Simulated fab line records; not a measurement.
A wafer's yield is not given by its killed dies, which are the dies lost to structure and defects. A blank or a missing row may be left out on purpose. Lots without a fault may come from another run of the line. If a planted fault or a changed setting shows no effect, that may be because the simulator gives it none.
Split-lot study ; flow n5 finfet ; 39 wafers read across 7 lots, on a route 1938 steps long

== THE SPLIT ITSELF ==
At N5_WELL_APT_IMPLANT_31, the setting energy kev was moved away from the recipe's 60 on 12 of the 39 wafers read, by -6.0% to +11.8%. For the rest of the wafers, this setting stayed at what the recipe calls for.

The reading comes from the split's own step.

== THE READING ==
The simulator's own value implant.drp nm, read by no gauge, in nm at N5_WELL_APT_IMPLANT_31. No usual value for it is given in the file.

wafer;tool, chamber at the split;energy kev as run;against the recipe;implant.drp nm, nm;against lot-mates on the recipe
L075.1;implanter-02, 0;60;recipe;64.53;-
L075.2;implanter-02, 0;60;recipe;64.53;-
L075.3;implanter-02, 0;60;recipe;64.53;-
L075.4;implanter-02, 0;60;recipe;64.53;-
L075.5;implanter-02, 0;60;recipe;64.53;-
L075.6;implanter-02, 0;60;recipe;64.53;-
L077.1;implanter-02, 0;60;recipe;64.53;-
L077.3;implanter-02, 0;60;recipe;64.53;-
L077.4;implanter-02, 0;60;recipe;64.53;-
L077.2;implanter-02, 0;56.4;-6.0%;62.43;-2.10
L077.5;implanter-02, 0;56.4;-6.0%;62.43;-2.10
L077.6;implanter-02, 0;56.4;-6.0%;62.43;-2.10
L085.1;implanter-02, 0;60;recipe;64.53;-
L085.2;implanter-02, 0;60;recipe;64.53;-
L085.3;implanter-02, 0;60;recipe;64.53;-
L085.4;implanter-02, 0;60;recipe;64.53;-
L085.5;implanter-02, 0;60;recipe;64.53;-
L085.6;implanter-02, 0;60;recipe;64.53;-
L090.1;implanter-02, 0;60;recipe;64.53;-
L090.3;implanter-02, 0;60;recipe;64.53;-
L090.6;implanter-02, 0;60;recipe;64.53;-
L095.1;implanter-02, 0;60;recipe;64.53;-
L095.4;implanter-02, 0;60;recipe;64.53;-
L095.6;implanter-02, 0;60;recipe;64.53;-
L095.2;implanter-02, 0;62.8;+4.7%;66.08;+1.55
L095.3;implanter-02, 0;62.8;+4.7%;66.08;+1.55
L095.5;implanter-02, 0;62.8;+4.7%;66.08;+1.55
L096.1;implanter-02, 0;63.94;+6.6%;66.7;+2.17
L096.4;implanter-02, 0;63.94;+6.6%;66.7;+2.17
L096.5;implanter-02, 0;63.94;+6.6%;66.7;+2.17
L096.2;implanter-02, 0;60;recipe;64.53;-
L096.3;implanter-02, 0;60;recipe;64.53;-
L096.6;implanter-02, 0;60;recipe;64.53;-
L097.1;implanter-02, 0;60;recipe;64.53;-
L097.2;implanter-02, 0;60;recipe;64.53;-
L097.3;implanter-02, 0;60;recipe;64.53;-
L097.4;implanter-02, 0;67.09;+11.8%;68.36;+3.83
L097.5;implanter-02, 0;67.09;+11.8%;68.36;+3.83
L097.6;implanter-02, 0;67.09;+11.8%;68.36;+3.83

FIT RESULTS
A straight line over all 39 wafers: implant.drp nm changes by +0.331 nm for each +1% of energy kev; r = +1.00; the points scatter about the line by 0.037 nm.
The same after taking each lot's own level away (the mean of its wafers on the recipe; 39 wafers): +0.331 nm for each +1%; r = +1.00; scatter 0.037 nm.
On that fit, the largest move of energy kev shifts the reading by 3.9 nm.
The lots' own levels span 64.530 to 64.530 nm.
Consequently the slope shifts little with the lot-to-lot level, the two slopes agreeing.
Check: for one of the wafers moved furthest among these (+11.8%), held out of the fit, the line's prediction against its lot-mates is +3.91 nm. Against them it came out at +3.83 nm.

== THE WHOLE CHAIN: every reading that the file lists as answering this split, in the file's order ==
step;what it does;reading;change (the file's fit);r (the file's)
N5_WELL_APT_IMPLANT_31;;implant.rp nm (the simulator's own value, which no gauge read);+2.59 nm for each +1% of the setting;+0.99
N5_WELL_APT_IMPLANT_31;;implant.drp nm (the simulator's own value, which no gauge read);+0.33 nm for each +1% of the setting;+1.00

== THE FILE'S OWN FIT ==
implant.drp nm changes by +0.33 nm for each +1% of energy kev, r = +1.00.
